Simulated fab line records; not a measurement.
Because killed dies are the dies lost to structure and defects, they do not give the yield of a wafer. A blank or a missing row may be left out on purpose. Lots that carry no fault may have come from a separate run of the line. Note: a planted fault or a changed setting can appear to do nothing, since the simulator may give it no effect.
Matching of chambers | flow n5_finfet | N5_BEOL_M15_ETCH_59 on rie_diel-02: 4 sister chambers
The step etches BARC in N2/H2, target depth 89 nm, overetch 26.7 nm, time 67.9 s. 22 wafers are shown with their chamber, then 11 later ones without.

## WAFERS WITH THEIR CHAMBER
wafer  | chamber | drypump_motor_current_A (A) | showerhead_plenum_p_Torr (Torr) | oes_product_au (a.u.)
L078.3 | 1       | 6.0                         | 2.68                            | 0.79
L078.4 | 1       | 6.0                         | 2.68                            | 0.79
L078.6 | 3       | 5.9                         | 2.60                            | 0.76
L079.2 | 1       | 6.0                         | 2.68                            | 0.79
L079.3 | 3       | 5.9                         | 2.60                            | 0.76
L079.4 | 3       | 5.9                         | 2.60                            | 0.77
L083.3 | 1       | 6.0                         | 2.68                            | 0.78
L083.4 | 0       | 5.8                         | 2.69                            | 0.73
L083.5 | 3       | 5.9                         | 2.60                            | 0.76
L082.2 | 0       | 5.8                         | 2.68                            | 0.72
L082.5 | 0       | 5.8                         | 2.68                            | 0.72
L082.6 | 3       | 5.9                         | 2.60                            | 0.76
L085.1 | 2       | 5.5                         | 2.62                            | 0.82
L085.2 | 3       | 6.0                         | 2.60                            | 0.76
L085.6 | 0       | 5.8                         | 2.68                            | 0.73
L086.2 | 1       | 6.0                         | 2.68                            | 0.77
L086.3 | 2       | 5.5                         | 2.62                            | 0.81
L086.6 | 0       | 5.8                         | 2.68                            | 0.72
L088.1 | 0       | 5.8                         | 2.68                            | 0.71
L088.2 | 2       | 5.5                         | 2.61                            | 0.78
L088.3 | 1       | 6.0                         | 2.67                            | 0.76
L094.1 | 2       | 5.5                         | 2.61                            | 0.77

SIGNATURES (averages over the wafers above)
reading                  | chamber 0 | chamber 1 | chamber 2 | chamber 3 | scatter within a chamber
drypump_motor_current_A  | 5.800     | 6.000     | 5.500     | 5.917     | 0.0215
showerhead_plenum_p_Torr | 2.6817    | 2.6783    | 2.6150    | 2.6000    | 0.00385
oes_product_au           | 0.7217    | 0.7800    | 0.7950    | 0.7617    | 0.0126
Rule: a wafer lies at a distance from a chamber equal to the root of the sum of squares, over the readings, of (its reading less the chamber's mean, divided by the reading's scatter). If the next closest chamber is less than 2 further off than the closest, the wafer can't be placed; otherwise it belongs to the closest. The scatter: the root of (the sum of the squares of (reading less its chamber's mean) over the shown wafers, divided by (wafers less chambers)).

## WAFERS WHOSE CHAMBER IS MISSING
wafer  | drypump_motor_current_A (A) | showerhead_plenum_p_Torr (Torr) | oes_product_au (a.u.)
L094.5 | 5.9                         | 2.59                            | 0.74
L094.6 | 5.8                         | 2.68                            | 0.70
L095.1 | 6.0                         | 2.67                            | 0.73
L095.3 | 5.5                         | 2.61                            | 0.77
L095.4 | 6.0                         | 2.59                            | 0.73
L096.1 | 5.8                         | 2.67                            | 0.70
L096.3 | 6.0                         | 2.67                            | 0.74
L096.4 | 5.9                         | 2.59                            | 0.74
L097.2 | 5.8                         | 2.67                            | 0.70
L097.4 | 5.9                         | 2.59                            | 0.73
L097.5 | 5.5                         | 2.61                            | 0.76

## WHICH CHAMBER EACH WENT THROUGH
wafer  | from the rows above | in truth
L094.5 | 3                   | 3
L094.6 | 0                   | 0
L095.1 | 1                   | 1
L095.3 | 2                   | 2
L095.4 | 3                   | 3
L096.1 | 0                   | 0
L096.3 | 1                   | 1
L096.4 | 3                   | 3
L097.2 | 0                   | 0
L097.4 | 3                   | 3
L097.5 | 2                   | 2
Correctly placed: 11 of 11. Not placeable from these rows: 0. Number placed wrongly: 0.
